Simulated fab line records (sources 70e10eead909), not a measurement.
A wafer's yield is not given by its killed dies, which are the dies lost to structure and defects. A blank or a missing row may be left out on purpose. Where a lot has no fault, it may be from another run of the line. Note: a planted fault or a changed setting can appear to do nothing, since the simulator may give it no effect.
The tool behind it: which one? ; flow nand harc ; 12 lots, 36 wafers sampled, at 7 steps of a route of 1302

WHAT THE GAUGES SHOWED, per wafer
NHARC_A_ONON_D1_THK_MEAS_27: measures by ellipsometry.
lot;measured;on;thk nm (nm)
L920;day 8 08:41;film metro-01;1012 1012 1013
L924;day 9 22:31;film metro-02;1018 1017 1018
L925;day 10 05:14;film metro-01;990 990 989
L933;day 13 13:34;film metro-02;1002 1001 1000
L935;day 14 07:41;film metro-01;1021 1020 1022
L934;day 14 07:41;film metro-02;999 1002 1002
L937;day 15 03:49;film metro-02;991 991 991
L936;day 15 03:49;film metro-01;1013 1014 1013
L939;day 16 04:08;film metro-01;1003 1003 1003
L940;day 16 17:47;film metro-01;1005 1005 1005
L941;day 16 18:02;film metro-01;999 998 999
L942;day 17 13:01;film metro-02;988 989 988

NHARC_A_ONON_D1_INSPECT_32.
lot;measured;on;raw defect count
L920;day 8 09:48;defect inspect-02;70 107 62
L924;day 9 23:38;defect inspect-01;75 54 61
L925;day 10 06:21;defect inspect-02;100 69 47
L933;day 13 14:49;defect inspect-02;68 59 73
L935;day 14 09:46;defect inspect-01;38 29 40
L934;day 14 10:02;defect inspect-01;74 47 65
L937;day 15 04:56;defect inspect-01;62 38 44
L936;day 15 04:57;defect inspect-02;77 121 73
L939;day 16 05:20;defect inspect-01;70 57 57
L940;day 16 18:53;defect inspect-02;52 43 41
L941;day 16 19:12;defect inspect-02;48 69 44
L942;day 17 14:08;defect inspect-01;95 49 29

NHARC_A_CHANNEL_HOLE_D1_INSPECT_12.
lot;measured;on;raw defect count
L920;day 8 12:31;defect inspect-01;5 8 6
L924;day 10 02:28;defect inspect-02;336 302 305
L925;day 10 09:40;defect inspect-02;345 360 314
L933;day 13 20:22;defect inspect-02;5 9 9
L935;day 14 12:37;defect inspect-02;3 5 3
L934;day 14 12:50;defect inspect-02;6 1 4
L937;day 15 07:38;defect inspect-02;4 1 4
L936;day 15 07:56;defect inspect-01;7 5 4
L939;day 16 08:13;defect inspect-02;6 2 3
L940;day 16 23:34;defect inspect-02;1 3 6
L941;day 17 00:53;defect inspect-02;3 7 5
L942;day 17 16:53;defect inspect-01;5 5 2

NHARC_A_CHANNEL_HOLE_D1_INSPECT_40.
lot;measured;on;raw defect count
L920;day 8 19:28;defect inspect-01;33 39 55
L924;day 10 09:23;defect inspect-02;432 394 403
L925;day 10 18:38;defect inspect-02;402 432 368
L933;day 14 04:47;defect inspect-01;126 103 94
L935;day 14 19:32;defect inspect-01;50 67 62
L934;day 14 23:13;defect inspect-01;116 95 115
L937;day 15 14:41;defect inspect-02;108 87 104
L936;day 15 15:13;defect inspect-02;56 80 106
L939;day 16 17:42;defect inspect-02;148 111 104
L940;day 17 09:58;defect inspect-01;83 69 57
L941;day 17 14:17;defect inspect-02;69 61 52
L942;day 18 00:13;defect inspect-02;70 65 53

NHARC_END_SORT_01.
lot;measured;on;killed at array;killed at other;killed at periphery;killed dies;killed open;killed short
L924;day 27 14:11;prober-02;122 105 110;0 0 0;3 2 1;125 107 111;3 3 10;3 1 2
L925;day 27 01:24;prober-01;94 98 91;0 0 0;2 3 1;96 101 92;0 5 6;4 4 3
L936;day 31 19:11;prober-01;60 38 50;2 0 1;7 5 8;69 43 59;7 6 4;1 2 4
L939;day 32 01:34;prober-02;89 72 82;1 0 0;5 1 5;95 73 87;5 0 5;8 4 6
L941;day 33 10:50;prober-02;31 40 35;2 2 4;5 1 2;38 43 41;5 4 4;2 0 3

TOOL THAT RAN EACH LOT (tool first, then ch and the chambers of the sampled wafers, then the start)
lot;NHARC_A_CHANNEL_HOLE_D1_DEP_00;NHARC_A_CHANNEL_HOLE_D1_ETCH_19
L920;acl dep-03 ch 0, day 8 09:52;har etch-01 ch 0,1, day 8 13:46
L924;acl dep-03 ch 0, day 10 00:39;har etch-02 ch 0,1, day 10 03:46
L925;acl dep-03 ch 0, day 10 07:31;har etch-01 ch 0,1, day 10 12:58
L933;acl dep-02 ch 0, day 13 17:31;har etch-02 ch 0,1, day 13 23:04
L935;acl dep-02 ch 0, day 14 10:08;har etch-01 ch 0,1, day 14 13:52
L934;acl dep-03 ch 0, day 14 10:44;har etch-02 ch 0,1, day 14 17:34
L937;acl dep-02 ch 0, day 15 05:19;har etch-02 ch 0, day 15 09:01
L936;acl dep-03 ch 0, day 15 05:01;har etch-01 ch 0,1, day 15 09:27
L939;acl dep-01 ch 0, day 16 06:04;har etch-02 ch 0,1, day 16 11:54
L940;acl dep-02 ch 0, day 16 20:57;har etch-01 ch 1, day 17 04:17
L941;acl dep-03 ch 0, day 16 22:06;har etch-01 ch 0,1, day 17 08:26
L942;acl dep-02 ch 0, day 17 15:10;har etch-01 ch 0,1, day 17 18:22
- NHARC_A_CHANNEL_HOLE_D1_DEP_00: deposits aC, target thk 3100 nm.
- NHARC_A_CHANNEL_HOLE_D1_ETCH_19: etches the open film in C4F8/O2/Ar, time 34.5 s.

AS READ BY THE TOOLS THEMSELVES (means over the sampled wafers that have a number; for cases with no such wafer, the mark the record gives instead)
NHARC_A_CHANNEL_HOLE_D1_DEP_00.
lot;tool;throttle valve pct (%)
L920;acl dep-03;35.000
L924;acl dep-03;34.987
L925;acl dep-03;34.993
L933;acl dep-02;35.001
L935;acl dep-02;34.998
L934;acl dep-03;35.004
L937;acl dep-02;34.995
L936;acl dep-03;34.997
L939;acl dep-01;35.004
L940;acl dep-02;34.990
L941;acl dep-03;34.992
L942;acl dep-02;34.990

NHARC_A_CHANNEL_HOLE_D1_ETCH_19.
lot;tool;drypump motor current A (A);rf fwd power W (W);showerhead plenum p Torr (Torr);temp c (C);throttle valve pct (%)
L920;har etch-01;6.17;2453;3.78;-20.01;37.033
L924;har etch-02;5.97;2441;3.71;-19.93;37.031
L925;har etch-01;6.17;2462;3.76;-20.10;37.032
L933;har etch-02;5.94;2446;3.68;-19.94;37.038
L935;har etch-01;6.16;2454;3.73;-19.94;37.033
L934;har etch-02;5.96;2443;3.68;-19.88;37.034
L937;har etch-02;5.53;2432;3.76;-19.96;37.042
L936;har etch-01;6.17;2463;3.72;-20.00;37.031
L939;har etch-02;5.76;2443;3.71;-19.95;37.031
L940;har etch-01;6.18;2466;3.71;-19.92;37.035
L941;har etch-01;6.18;2466;3.71;-20.02;37.040
L942;har etch-01;6.17;2463;3.70;-20.00;37.034

THE ANSWER, worked out from the rows above alone
Rule: what is usual is taken from the lots themselves. Put in order of their means at a reading, lots are off if they are a third of the lots or fewer, leave a main group of 4 or more, and stand apart from it by a gap of 3 or more times the standard deviation of the main group's means; of several such gaps the widest counts. A main group is skipped when, at the precision printed for the reading in the tables above, its means are all equal. A lot without any number at a reading at which 4 lots or more have one is off too. Any other lot the step has rows for is counted as sound. Order of review: gauges by route order, followed by the tools' own readings, for which a lot's mean as printed above is used. At the first step where some lot is off, the reading lying furthest off is the one used; lots without a number count as furthest.
Off: L924, L925 (NHARC_A_CHANNEL_HOLE_D1_INSPECT_12, raw defect count). For the main group the mean is 4.6 and the standard deviation 1.4.
If a tool, at a process step before that reading, ran all the lots that are off and no sound lot after the first of them, it fits. The gauges at NHARC_A_CHANNEL_HOLE_D1_INSPECT_12 are tried like those tools. No candidate that was tried fits.

WHAT HAD BEEN PUT IN BY THE SIMULATOR
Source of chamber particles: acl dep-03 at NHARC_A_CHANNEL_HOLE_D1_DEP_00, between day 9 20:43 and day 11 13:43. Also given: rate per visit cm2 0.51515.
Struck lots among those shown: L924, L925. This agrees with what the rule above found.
